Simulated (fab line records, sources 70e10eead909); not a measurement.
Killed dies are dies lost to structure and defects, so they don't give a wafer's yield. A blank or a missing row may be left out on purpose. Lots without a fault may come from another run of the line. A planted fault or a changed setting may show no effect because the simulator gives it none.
fab line records | flow nand_harc
record lots=5 wafers=15 last_day=34
route steps=1302 shown A_ONON_D1@434 END@1302
lots that met no fault: from a run of the same line without faults
start_h: hours from the record's first day to the start of the lot's first wafer shown | wait_h: hours since the lot's step before | " the same as in the row above | L1.1+2: a row that stands for several wafers | - no value, or no start given | * or withheld: withheld | < > ~ a bound
route shown NAME@n: a module of which the file shows steps, and the number in the route of the first | usual: mean/standard deviation of fault-free wafers | same: alike in all rows | chamber/n: place in a boat | sites: the reading at each site | _std_site: their standard deviation | _edge_site: outer sites' mean less inner sites' | radius_mm: how far each site lies from the wafer's centre | mask NAME#n: copy n | behind: the tool/chamber that last shaped the wafer | hold: why the lot was held/for how many hours/how that ended | device: the transistor (n, p or np) that didn't switch | end of line: the same wafers' tests at the end of the route | a step without rows: its recipe alone | killed: dies lost to structure and defects at the first sort, not the wafer's yield | map: a wafer's dies, x killed, . not, _ none there
set.NAME: the setting as run; set.NAME@STEP: as run at that earlier step | model.NAME: the simulator's own value behind a step, which no gauge read
lots at some steps of the route; a table a step, a row a wafer
services: from which hour (start_h, from the record's first day; less than 0 if before it) a tool's chamber was out of use, for how many hours, and why
## steps
# step NHARC_A_ONON_D1_ANNEAL_15
# recipe temp_c=750 time_s=3600
# step NHARC_A_ONON_D1_DEP_16
# recipe target_thk_a=10000 n2_flow_sccm=2750 n2o_flow_sccm=2000 nh3_flow_sccm=500 sih4_flow_sccm=210 temp_c=400
# step NHARC_A_ONON_D1_THK_MEAS_18
# recipe thk_meas_gauge=ellipsometry
# usual thk_nm=1000/11
# columns lot.wafer tool chamber start_h wait_h thk_nm
L583.1 film_metro-02 - 164.94 - 978
L583.2 " - " " 977
L583.3 " - " " 979
L588.2 film_metro-01 - 217.32 - 992
L588.4 " - " " 990
L588.6 " - " " 989
L594.1 film_metro-01 - 279.56 - 988
L594.2 " - " " 988
L594.4 " - " " 988
L605.4 film_metro-01 - 393.33 - 998
L605.5 " - " " 999
L605.6 " - " " 999
L606.4 film_metro-01 - 399.63 - 987
L606.5 " - " " 985
L606.6 " - " " 989
# step NHARC_A_ONON_D1_DEP_19
# recipe target_thk_a=10000 n2_flow_sccm=2750 n2o_flow_sccm=2000 nh3_flow_sccm=500 sih4_flow_sccm=210 temp_c=400
# step NHARC_A_ONON_D1_THK_MEAS_21
# recipe thk_meas_gauge=ellipsometry
# usual thk_nm=1000/6.8
# columns lot.wafer tool chamber start_h wait_h thk_nm
L583.1 film_metro-02 - 165.52 - 998
L583.2 " - " " 996
L583.3 " - " " 996
L588.2 film_metro-01 - 217.88 - 998
L588.4 " - " " 997
L588.6 " - " " 997
L594.1 film_metro-02 - 280.12 - 1006
L594.2 " - " " 1004
L594.4 " - " " 1005
L605.4 film_metro-01 - 393.90 - 988
L605.5 " - " " 989
L605.6 " - " " 987
L606.4 film_metro-01 - 400.20 - 1007
L606.5 " - " " 1005
L606.6 " - " " 1006
# step NHARC_A_ONON_D1_DEP_22
# recipe target_thk_a=10000 n2_flow_sccm=2750 n2o_flow_sccm=2000 nh3_flow_sccm=500 sih4_flow_sccm=210 temp_c=400
# step NHARC_A_ONON_D1_THK_MEAS_24
# recipe thk_meas_gauge=ellipsometry
# usual thk_nm=1001/9.2
# columns lot.wafer tool chamber start_h wait_h thk_nm
L583.1 film_metro-02 - 166.08 - 990
L583.2 " - " " 988
L583.3 " - " " 991
L588.2 film_metro-01 - 218.45 - 1014
L588.4 " - " " 1014
L588.6 " - " " 1015
L594.1 film_metro-02 - 280.69 - 1007
L594.2 " - " " 1005
L594.4 " - " " 1004
L605.4 film_metro-01 - 394.47 - 1003
L605.5 " - " " 1004
L605.6 " - " " 1004
L606.4 film_metro-01 - 400.77 - 1008
L606.5 " - " " 1011
L606.6 " - " " 1009
# step NHARC_A_ONON_D1_DEP_25
# recipe target_thk_a=10000 n2_flow_sccm=2750 n2o_flow_sccm=2000 nh3_flow_sccm=500 sih4_flow_sccm=210 temp_c=400
# step NHARC_A_ONON_D1_THK_MEAS_27
# recipe thk_meas_gauge=ellipsometry
# usual thk_nm=1002/13
# columns lot.wafer tool chamber start_h wait_h thk_nm
L583.1 film_metro-01 - 166.65 - 998
L583.2 " - " " 996
L583.3 " - " " 995
L588.2 film_metro-02 - 219.01 - 1001
L588.4 " - " " 1002
L588.6 " - " " 1001
L594.1 film_metro-02 - 281.25 - 1032
L594.2 " - " " 1032
L594.4 " - " " 1033
L605.4 film_metro-01 - 395.04 - 1006
L605.5 " - " " 1006
L605.6 " - " " 1004
L606.4 film_metro-01 - 401.34 - 1006
L606.5 " - " " 1008
L606.6 " - " " 1006
# step NHARC_A_ONON_D1_DEP_28
# recipe target_thk_a=10000 n2_flow_sccm=2750 n2o_flow_sccm=2000 nh3_flow_sccm=500 sih4_flow_sccm=210 temp_c=400
# step NHARC_A_ONON_D1_THK_MEAS_30
# recipe thk_meas_gauge=ellipsometry
# usual thk_nm=1001/9.4
# columns lot.wafer tool chamber start_h wait_h thk_nm
L583.1 film_metro-02 - 167.21 - 1000
L583.2 " - " " 1002
L583.3 " - " " 998
L588.2 film_metro-02 - 219.58 - 990
L588.4 " - " " 990
L588.6 " - " " 989
L594.1 film_metro-01 - 281.82 - 991
L594.2 " - " " 991
L594.4 " - " " 992
L605.4 film_metro-01 - 395.60 - 995
L605.5 " - " " 995
L605.6 " - " " 994
L606.4 film_metro-01 - 401.90 - 1004
L606.5 " - " " 1006
L606.6 " - " " 1006
# step NHARC_A_ONON_D1_DEP_33
# recipe target_thk_a=2000 temp_c=400 pressure_torr=6.5 rf_w=900 teos_flow_sccm=161.4 flow_sccm=2650 target_thk_nm=200 gas=O2 material=SiO2
# usual heater_power_w=533/98 mfc_precursor_sccm=161.4/0.49 throttle_valve_pct=15.8/0.5
# columns lot.wafer tool chamber start_h wait_h heater_power_w mfc_precursor_sccm throttle_valve_pct
L583.1 pecvd-01 0 167.27 0.1 590 161.7 16.9
L583.2 " 1 " " 509 161.8 15.9
L583.3 " 2 " " 515 160.7 16.0
L588.2 pecvd-03 0 219.63 0.1 564 161.5 15.5
L588.6 " 0 " " 565 160.9 15.5
L588.4 " 1 " " 566 161.4 16.2
L594.1 pecvd-01 0 281.87 0.1 661 161.1 16.9
L594.2 " 1 " " 546 162.0 16.0
L594.4 " 1 " " 542 163.0 15.9
L605.4 pecvd-01 1 395.79 0.2 505 162.0 15.3
L605.6 " 2 " " 642 161.0 15.4
L605.5 " 0 " " 666 129.7 16.0
L606.6 pecvd-03 2 402.09 0.2 531 161.0 14.7
L606.5 " 0 " " 630 161.6 15.1
L606.4 " 1 " " 564 161.0 15.8
# step NHARC_A_ONON_D1_THK_MEAS_34
# recipe thk_meas_gauge=ellipsometry
# usual thk_nm=201.0/2.9
# columns lot.wafer tool chamber start_h wait_h thk_nm
L583.1 film_metro-01 - 167.69 - 197.9
L583.2 " - " " 198.0
L583.3 " - " " 201.7
L588.2 film_metro-02 - 220.05 - 194.5
L588.4 " - " " 202.5
L588.6 " - " " 197.6
L594.1 film_metro-01 - 282.29 - 198.2
L594.2 " - " " 196.8
L594.4 " - " " 200.5
L605.4 film_metro-01 - 396.06 - 198.1
L605.5 " - " " 162.2
L605.6 " - " " 201.4
L606.4 film_metro-01 - 402.37 - 201.1
L606.5 " - " " 198.6
L606.6 " - " " 201.4
# step NHARC_END_SORT_01
# recipe temp_c=25
# usual killed_at_array=52/18 killed_at_other=0.6/0.83 killed_at_periphery=4.3/2.8 killed_dies=57/19 killed_open=3.4/2 killed_short=2.5/1.7
# same gross_dies=677
# columns lot.wafer tool chamber start_h wait_h killed_at_array killed_at_other killed_at_periphery killed_dies killed_open killed_short
L583.1 prober-02 0 556.01 2.5 64 0 4 68 2 2
L583.2 prober-02 0 556.80 2.8 71 0 4 75 6 1
L583.3 prober-02 0 557.59 3.1 98 0 8 106 4 3
L594.1 prober-02 0 658.43 2.5 77 1 6 84 6 1
# killed by level:class
L583.1 A_CHANNEL_HOLE_D2:chamber_film_flake=26 A_CHANNEL_HOLE_D1:chamber_film_flake=22 A_SLIT:chamber_film_flake=7 P_GATE:chamber_film_flake=2 A_CHANNEL_FILL_D2:chamber_film_flake=2 A_CONTACT:chamber_film_flake=2 P_M0:geometric_particle:open=1 A_CHANNEL_HOLE_D1:geometric_particle:short=1
L583.2 A_CHANNEL_HOLE_D2:chamber_film_flake=26 A_CHANNEL_HOLE_D1:chamber_film_flake=18 A_SLIT:chamber_film_flake=10 A_WL_FILL:chamber_film_flake=5 A_STAIRCASE:chamber_film_flake=3 P_GATE:chamber_film_flake=2 A_CHANNEL_FILL_D2:chamber_film_flake=2 A_CONTACT:chamber_film_flake=2
L583.3 A_CHANNEL_HOLE_D2:chamber_film_flake=34 A_CHANNEL_HOLE_D1:chamber_film_flake=31 A_SLIT:chamber_film_flake=13 P_GATE:chamber_film_flake=7 A_STAIRCASE:chamber_film_flake=6 A_WL_FILL:chamber_film_flake=4 A_BLC:geometric_particle:open=2 A_CONTACT:chamber_film_flake=2
L594.1 A_CHANNEL_HOLE_D1:chamber_film_flake=32 A_SLIT:chamber_film_flake=18 A_CONTACT:chamber_film_flake=10 A_CHANNEL_HOLE_D2:chamber_film_flake=8 P_CONTACT:chamber_film_flake=3 A_DECK1_JOINT:geometric_particle:open=2 P_CONTACT:geometric_particle:open=1 A_ONON_D1:geometric_particle:open=1
## services
# columns tool chamber start_h hours kind
pecvd-03 0 158.55 3.7 repair
pecvd-03 - 185.44 13.0 pm
pecvd-03 0 185.44 13.0 vent_cycle
pecvd-03 1 185.44 13.0 vent_cycle
pecvd-03 2 185.44 13.0 vent_cycle
pecvd-03 0 198.44 - clean
pecvd-03 1 198.44 - clean
pecvd-03 2 198.44 - clean
pecvd-01 1 253.20 4.9 repair
pecvd-01 - 311.00 13.0 pm
pecvd-01 0 311.00 13.0 vent_cycle
pecvd-01 1 311.00 13.0 vent_cycle
pecvd-01 2 311.00 13.0 vent_cycle
pecvd-01 0 324.00 - clean
pecvd-01 1 324.00 - clean
pecvd-01 2 324.00 - clean
pecvd-01 1 346.27 3.7 repair
pecvd-03 - 366.59 13.0 pm
pecvd-03 0 366.59 13.0 vent_cycle
pecvd-03 1 366.59 13.0 vent_cycle
pecvd-03 2 366.59 13.0 vent_cycle
pecvd-03 0 379.59 - clean
pecvd-03 1 380.76 5.9 repair
pecvd-03 - 390.45 2.9 repair
## key
first_sign step=NHARC_A_ONON_D1_DEP_33 reading=mfc_precursor_sccm direction=down sigmas=65 usual=161.4 struck=129.7
effect step=NHARC_A_ONON_D1_THK_MEAS_34 reading=thk_nm direction=down sigmas=14 usual=201.0 struck=162.2
met_at NHARC_A_ONON_D1_DEP_33
struck_wafers L605.5
tester_left_out L605
onset_between 281.87 395.79
fault kind=process_parameter_drift tool=pecvd-01 chamber=0 onset_h=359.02 steps=NHARC_A_ONON_D1_DEP_33 channel=teos_flow_sccm offset=* shape=step end_h=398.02 acts_in=* stated=*
# tester_left_out: of these lots the tester's yield and bins aren't shown, on N5 and GAA mostly nor the transistor test; their killed dies are dies lost to structure and defects alone, not to doping, threshold or leakage, so they don't give the yield
